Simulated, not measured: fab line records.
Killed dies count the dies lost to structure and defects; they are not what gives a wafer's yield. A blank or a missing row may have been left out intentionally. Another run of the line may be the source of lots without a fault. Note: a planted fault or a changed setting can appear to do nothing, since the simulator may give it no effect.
fab line records -- flow nand_harc
record: lots: 5, wafers: 15, last_day: 34
route steps=1302 shown P_ZERO_WELL@8
lots that met no fault: taken from a fault-free run of the same line
start_h: start of the lot's first displayed wafer, in hours after the record's first day -- wait_h: hours since the lot's step before -- " unchanged from the row above -- L1.1+2: a row that stands for several wafers -- - no value, or no start was given -- * or withheld: withheld -- < > ~ a bound
route shown NAME@n: a module of which the file shows steps, and the number in the route of the first -- usual: average and standard deviation across the fault-free wafers -- same: alike in all rows -- chamber/n: place in a boat -- sites: readings site by site -- _std_site: the standard deviation of these -- _edge_site: inner sites' mean taken away from outer sites' mean -- radius_mm: how far each site lies from the wafer's centre -- mask NAME#n: copy n -- behind: the tool/chamber that last shaped the wafer -- hold: reason for holding the lot/hours on hold/outcome of the hold -- device: transistor that didn't switch, given as n, p or np -- end of line: tests run on the same wafers once the route is complete -- where a step has no rows: the recipe by itself -- killed: dies that structure and defects cost at the first sort, which is not the same as the wafer's yield -- map: dies across one wafer; x = killed, . = not, _ = none there
set.NAME: the setting as run; set.NAME@STEP: as run at that earlier step -- model.NAME: the simulator's own value behind a step, which no gauge read
lots seen at some steps along the route; tables by step, rows by wafer
services: when a tool's chamber went out of use (start_h, in hours from the record's first day, below 0 if earlier), for how many hours, and the reason
== steps ==
step: NHARC_P_ZERO_WELL_COAT_05
recipe: spin_rpm: 2000, resist_thk_nm: 600
lot.wafer,tool,chamber,start_h,wait_h
L075.1+2+4,litho_track-05,0,-,-
L080.1+3+5,litho_track-02,0,-,-
L093.1+2+3,litho_track-07,0,-,-
L096.1+4+6,litho_track-07,0,-,-
L097.3+4+6,litho_track-07,0,-,-
step: NHARC_P_ZERO_WELL_SOFTBAKE_06
recipe: temp_c: 125, time_s: 70
lot.wafer,tool,chamber,start_h,wait_h
L075.1+2+4,litho_track-05,0,-,-
L080.1+3+5,litho_track-02,0,-,-
L093.1+2+3,litho_track-07,0,-,-
L096.1+4+6,litho_track-07,0,-,-
L097.3+4+6,litho_track-07,0,-,-
step: NHARC_P_ZERO_WELL_EBR_07
lot.wafer,tool,chamber,start_h,wait_h
L075.1+2+4,litho_track-05,0,-,-
L080.1+3+5,litho_track-02,0,-,-
L093.1+2+3,litho_track-07,0,-,-
L096.1+4+6,litho_track-07,0,-,-
L097.3+4+6,litho_track-07,0,-,-
step: NHARC_P_ZERO_WELL_EXPOSE_08
recipe: na: 0.55, target_cd_nm: 500, dose_mj: 33.8, mask_id: P_ZERO
usual: stage_vel_mm_s: 500.00/0.25
same: na: 0.55
lot.wafer,tool,chamber,start_h,wait_h,mask,stage_vel_mm_s
L075.1,krf_scanner-03,0,31.03,-,P_ZERO#0,500.12
L075.2,krf_scanner-03,0,31.03,-,P_ZERO#0,500.13
L075.4,krf_scanner-03,0,31.03,-,P_ZERO#0,500.27
L080.1,krf_scanner-03,0,81.09,-,P_ZERO#0,499.84
L080.3,krf_scanner-03,0,81.09,-,P_ZERO#0,499.80
L080.5,krf_scanner-03,0,81.09,-,P_ZERO#0,499.67
L093.1,krf_scanner-02,0,211.09,-,P_ZERO#0,500.16
L093.2,krf_scanner-02,0,211.09,-,P_ZERO#0,499.89
L093.3,krf_scanner-02,0,211.09,-,P_ZERO#0,500.13
L096.1,krf_scanner-02,0,241.09,-,P_ZERO#0,500.04
L096.4,krf_scanner-02,0,241.09,-,P_ZERO#0,499.57
L096.6,krf_scanner-02,0,241.09,-,P_ZERO#0,499.47
L097.3,krf_scanner-03,0,251.10,-,P_ZERO#0,499.57
L097.4,krf_scanner-03,0,251.10,-,P_ZERO#0,500.40
L097.6,krf_scanner-03,0,251.10,-,P_ZERO#0,500.13
step: NHARC_P_ZERO_WELL_PEB_09
recipe: peb_temp_c: 128, peb_time_s: 80
same: peb_time_s: 80
lot.wafer,tool,chamber,start_h,wait_h
L075.1+2+4,litho_track-02,0,31.09,0.1
L080.1+3+5,litho_track-05,0,81.16,0.1
L093.1+2+3,litho_track-02,0,211.15,0.1
L096.1+4+6,litho_track-07,0,241.15,0.1
L097.3+4+6,litho_track-02,0,251.15,0.1
step: NHARC_P_ZERO_WELL_DEVELOP_10
recipe: time_s: 50, dev_temp_c: 22
lot.wafer,tool,chamber,start_h,wait_h
L075.1+2+4,litho_track-02,0,-,-
L080.1+3+5,litho_track-05,0,-,-
L093.1+2+3,litho_track-02,0,-,-
L096.1+4+6,litho_track-07,0,-,-
L097.3+4+6,litho_track-02,0,-,-
step: NHARC_P_ZERO_WELL_CD_MEAS_11
recipe: target_cd_nm: 500, landing_energy_ev: 500
usual: cd_nm: 499.3/1.4
lot.wafer,tool,chamber,start_h,wait_h,cd_nm
L075.1,cd_sem-01,0,31.18,-,500.1
L075.2,cd_sem-01,0,31.18,-,498.6
L075.4,cd_sem-01,0,31.18,-,499.0
L080.1,cd_sem-03,0,81.25,-,497.0
L080.3,cd_sem-03,0,81.25,-,501.7
L080.5,cd_sem-03,0,81.25,-,500.2
L093.1,cd_sem-03,0,211.24,-,499.0
L093.2,cd_sem-03,0,211.24,-,498.3
L093.3,cd_sem-03,0,211.24,-,499.1
L096.1,cd_sem-03,0,241.24,-,496.8
L096.4,cd_sem-03,0,241.24,-,497.5
L096.6,cd_sem-03,0,241.24,-,497.0
L097.3,cd_sem-03,0,251.24,-,498.6
L097.4,cd_sem-03,0,251.24,-,500.8
L097.6,cd_sem-03,0,251.24,-,499.9
step: NHARC_P_ZERO_WELL_HARDBAKE_12
recipe: temp_c: 118, time_s: 65
lot.wafer,tool,chamber,start_h,wait_h
L075.1+2+4,litho_track-02,0,31.26,-
L080.1+3+5,litho_track-05,0,81.33,-
L093.1+2+3,litho_track-02,0,211.32,-
L096.1+4+6,litho_track-05,0,241.32,-
L097.3+4+6,litho_track-02,0,251.32,-
step: NHARC_P_ZERO_WELL_DESCUM_13
recipe: time_s: 3, o2_flow_sccm: 200, ar_flow_sccm: 0, bias_power_w: 0, chemistry: O2
usual: drypump_motor_current_A: 5.8/0.45, mfc_ar_sccm: 0.013/0.015, oes_product_au: 0.998/0.009, rf_vpp_V: 57.6/0.9, showerhead_plenum_p_Torr: 1.88/0.098, throttle_valve_pct: 11.311/0.0097
lot.wafer,tool,chamber,start_h,wait_h,drypump_motor_current_A,mfc_ar_sccm,oes_product_au,rf_hours_counter_h,rf_vpp_V,showerhead_plenum_p_Torr,throttle_valve_pct
L075.4,rie_diel-06,2,31.33,-,5.3,0,1.005,27,57.9,1.87,11.299
L075.1,rie_diel-06,3,31.33,-,5.4,0.007,1.017,26,57.1,1.87,11.317
L075.2,rie_diel-06,1,31.33,-,5.9,0.022,1.006,23,57.5,1.82,11.306
L080.3,rie_diel-01,3,81.40,-,6.5,0.013,1.003,15,57.9,1.87,11.291
L080.1,rie_diel-01,1,81.40,-,5.6,0,0.985,15,56.5,1.81,11.291
L080.5,rie_diel-01,0,81.40,-,5.4,0.039,0.998,-,56.7,1.78,11.307
L093.2,rie_diel-06,0,211.42,-,6.5,0.036,1.019,23,56.7,1.99,11.315
L093.1,rie_diel-06,1,211.42,-,5.9,0.022,1.006,25,56.9,1.80,11.319
L093.3,rie_diel-06,3,211.42,-,5.4,0.007,0.990,20,58.0,1.86,11.299
L096.1,rie_diel-06,0,241.42,-,6.5,0.036,1.020,33,58.5,1.99,11.316
L096.4,rie_diel-06,1,241.42,-,6.0,0.022,1.008,36,57.9,1.80,11.306
L096.6,rie_diel-06,2,241.42,-,5.3,0,1.004,-,56.8,1.85,11.327
L097.3,rie_diel-01,2,251.39,-,5.7,0,0.986,13,57.4,2.04,11.316
L097.4,rie_diel-01,1,251.39,-,5.6,0,0.996,10,56.6,1.80,11.321
L097.6,rie_diel-01,2,251.39,-,5.7,0,0.992,-,58.7,2.04,11.312
step: NHARC_P_ZERO_WELL_ETCH_65
recipe: target_depth_a: 800, overetch_a: 240, time_s: 87.88, ion_energy_ev: 200, n2_flow_sccm: 150, h2_flow_sccm: 150, ar_flow_sccm: 0, rf_w: 400, bias_w: 150, chemistry: N2/H2
usual: bias_w: 150.0/0.43, drypump_motor_current_A: 5.8/0.45, mfc_ar_sccm: 0.012/0.015, oes_product_au: 1.000/0.0091, rf_vpp_V: 429/3.2, showerhead_plenum_p_Torr: 2.00/0.11, throttle_valve_pct: 14.170/0.0092
lot.wafer,tool,chamber,start_h,wait_h,bias_w,drypump_motor_current_A,mfc_ar_sccm,oes_product_au,rf_hours_counter_h,rf_vpp_V,showerhead_plenum_p_Torr,throttle_valve_pct
L075.2,rie_diel-06,3,31.43,0.1,150.5,5.4,0.007,1.010,26,428,1.99,14.168
L075.1,rie_diel-06,1,31.43,0.1,149.6,5.9,0.022,1.005,23,427,1.94,14.192
L075.4,rie_diel-06,2,31.43,0.1,149.5,5.3,0,1.002,27,429,1.99,14.174
L080.3,rie_diel-01,1,81.51,0.1,150.5,5.6,0,0.986,15,428,1.93,14.159
L080.1,rie_diel-01,0,81.51,0.1,149.7,5.3,0.039,0.985,12,427,1.89,14.170
L080.5,rie_diel-01,0,81.51,0.1,149.6,5.3,0.039,0.986,-,426,1.89,14.164
L093.2,rie_diel-06,2,211.52,0.1,150.5,5.3,0,0.994,23,429,1.97,14.163
L093.1,rie_diel-06,3,211.52,0.1,150.0,5.4,0.007,1.003,20,429,1.98,14.167
L093.3,rie_diel-06,1,211.52,0.1,149.7,5.9,0.022,0.999,25,428,1.92,14.188
L096.4,rie_diel-06,1,241.49,0.1,149.9,6.0,0.022,1.002,36,426,1.92,14.175
L096.1,rie_diel-06,2,241.49,0.1,149.7,5.3,0,0.996,35,428,1.97,14.175
L096.6,rie_diel-06,1,241.49,0.1,150.1,6.0,0.022,1.013,-,427,1.92,14.171
L097.3,rie_diel-01,1,251.48,0.1,150.5,5.6,0,1.011,10,427,1.91,14.169
L097.4,rie_diel-01,2,251.48,0.1,150.1,5.8,0,1.012,13,433,2.18,14.157
L097.6,rie_diel-01,2,251.48,0.1,150.5,5.8,0,1.014,-,433,2.18,14.172
step: NHARC_P_ZERO_WELL_ETCH_62
recipe: target_depth_a: 130, time_s: 6.5, chf3_flow_sccm: 50, ar_flow_sccm: 200, rf_w: 500, bias_w: 200, chemistry: CHF3/Ar
usual: bias_w: 200.1/0.58, drypump_motor_current_A: 5.8/0.45, mfc_ar_sccm: 200.0/0.63, oes_product_au: 0.959/0.016, rf_vpp_V: 369.8/2.6, showerhead_plenum_p_Torr: 2.30/0.11, throttle_valve_pct: 20.218/0.0095
lot.wafer,tool,chamber,start_h,wait_h,bias_w,drypump_motor_current_A,mfc_ar_sccm,oes_product_au,rf_hours_counter_h,rf_vpp_V,showerhead_plenum_p_Torr,throttle_valve_pct
L075.4,rie_diel-06,3,-,-,199.9,5.4,198.9,0.960,26,369.7,2.29,20.219
L075.1,rie_diel-06,0,-,-,199.3,6.5,200.9,0.977,26,372.2,2.46,20.230
L075.2,rie_diel-06,1,-,-,200.9,5.9,200.9,0.977,23,368.8,2.24,20.221
L080.1,rie_diel-01,1,-,-,199.5,5.6,200.8,0.951,15,367.3,2.22,20.213
L080.3,rie_diel-01,0,-,-,200.1,5.4,200.5,0.949,12,367.4,2.18,20.210
L080.5,rie_diel-01,1,-,-,199.2,5.6,199.1,0.953,-,368.6,2.22,20.225
L093.3,rie_diel-06,3,-,-,199.6,5.4,199.4,0.953,20,371.1,2.28,20.212
L093.1,rie_diel-06,0,-,-,200.2,6.5,199.4,0.963,23,373.7,2.44,20.227
L093.2,rie_diel-06,1,-,-,200.2,5.9,200.5,0.941,25,367.9,2.21,20.215
L096.1,rie_diel-06,3,-,-,200.4,5.4,200.7,0.961,32,371.1,2.27,20.234
L096.4,rie_diel-06,0,-,-,200.2,6.5,200.1,0.987,33,372.5,2.43,20.220
L096.6,rie_diel-06,2,-,-,200.5,5.3,199.3,0.963,-,369.7,2.27,20.220
L097.4,rie_diel-01,2,-,-,199.1,5.8,199.4,0.968,13,374.2,2.49,20.216
L097.3,rie_diel-01,0,-,-,200.0,5.3,200.0,0.985,12,373.0,2.53,20.200
L097.6,rie_diel-01,2,-,-,200.2,5.8,199.2,0.964,-,373.6,2.49,20.218
step: NHARC_P_ZERO_WELL_ETCH_63
recipe: target_depth_a: 1200, time_s: 40.1, hbr_flow_sccm: 150, cl2_flow_sccm: 50, rf_w: 400, icp_w: 400, bias_w: 100, chemistry: HBr/Cl2
usual: bias_w: 99.96/0.3, drypump_motor_current_A: 5.7/0.41, oes_product_au: 1.002/0.0073, throttle_valve_pct: 26.408/0.0094
lot.wafer,tool,chamber,start_h,wait_h,bias_w,drypump_motor_current_A,oes_product_au,rf_hours_counter_h,throttle_valve_pct
L075.4,rie_si-03,2,31.64,-,99.66,5.2,1.015,0.9,26.401
L075.2,rie_si-03,0,31.64,-,99.47,6.6,1.005,1.1,26.419
L075.1,rie_si-03,1,31.64,-,100.06,5.7,0.999,1.0,26.418
L080.3,rie_si-03,1,81.71,-,100.29,5.7,1.007,0.2,26.418
L080.1,rie_si-03,3,81.71,-,99.94,5.3,0.994,0.0,26.412
L080.5,rie_si-03,0,81.71,-,100.03,6.6,0.997,-,26.408
L093.2,rie_si-02,3,211.81,-,100.06,5.7,0.999,0.5,26.394
L093.3,rie_si-02,1,211.81,-,100.10,5.4,1.005,0.7,26.416
L093.1,rie_si-02,2,211.81,-,100.24,5.8,0.995,0.6,26.400
L096.1,rie_si-02,0,241.69,-,100.34,5.8,0.991,0.9,26.398
L096.4,rie_si-02,1,241.69,-,99.81,5.4,0.996,0.9,26.397
L096.6,rie_si-02,2,241.69,-,100.37,5.8,1.011,-,26.397
L097.3,rie_si-03,1,251.65,-,99.88,5.7,0.988,0.2,26.415
L097.4,rie_si-03,3,251.65,-,99.76,5.3,0.999,0.1,26.398
L097.6,rie_si-03,2,251.65,-,99.99,5.2,1.001,-,26.397
step: NHARC_P_ZERO_WELL_STRIP_15
recipe: time_s: 900, temp_c: 130, chemistry: SPM
lot.wafer,tool,chamber,start_h,wait_h
L075.4+2+1,wet_bench-06,"2,4,5",31.79,-
L080.5+3+1,wet_bench-02,"7,3,4",81.85,-
L093.2+1+3,wet_bench-02,"0,1,4",211.96,-
L096.1+6+4,wet_bench-02,"1,4,5",241.81,-
L097.4+6+3,wet_bench-06,"6,1,2",251.80,-
step: NHARC_P_ZERO_WELL_DEHYDRATE_16
recipe: temp_c: 150, time_s: 120
lot.wafer,tool,chamber,start_h,wait_h
L075.1+2+4,litho_track-05,0,32.14,-
L080.1+3+5,litho_track-02,0,82.20,-
L093.1+2+3,litho_track-02,0,212.32,-
L096.1+4+6,litho_track-07,0,242.16,-
L097.3+4+6,litho_track-02,0,252.15,-
step: NHARC_P_ZERO_WELL_HMDS_17
recipe: time_s: 30
lot.wafer,tool,chamber,start_h,wait_h
L075.1+2+4,litho_track-05,0,-,-
L080.1+3+5,litho_track-02,0,-,-
L093.1+2+3,litho_track-02,0,-,-
L096.1+4+6,litho_track-07,0,-,-
L097.3+4+6,litho_track-02,0,-,-
== services ==
tool,chamber,start_h,hours,kind
rie_diel-01,-,9.45,0.3,repair
rie_diel-06,1,17.96,2.5,repair
rie_diel-01,-,26.97,9.0,pm
rie_si-03,3,38.24,37.6,repair
rie_diel-06,3,40.30,28.8,repair
rie_si-03,-,44.00,9.0,pm
krf_scanner-03,-,52.00,4.0,pm
litho_track-02,-,52.00,7.0,pm
wet_bench-02,-,68.00,8.0,pm
rie_diel-01,2,75.29,8.4,repair
litho_track-07,-,76.00,7.0,pm
rie_diel-06,2,78.01,1.7,repair
litho_track-05,-,124.02,7.0,pm
rie_diel-06,-,130.48,9.0,pm
rie_diel-01,2,156.75,1.6,repair
rie_diel-06,3,187.23,3.0,repair
rie_diel-01,-,205.39,9.0,pm
rie_diel-01,1,216.41,1.2,repair
rie_si-03,-,221.00,9.0,pm
krf_scanner-03,-,224.00,4.0,pm
litho_track-02,-,227.00,7.0,pm
rie_diel-01,0,241.27,3.0,repair
wet_bench-02,-,244.00,8.0,pm
litho_track-07,-,251.00,7.0,pm
== key ==
fault none
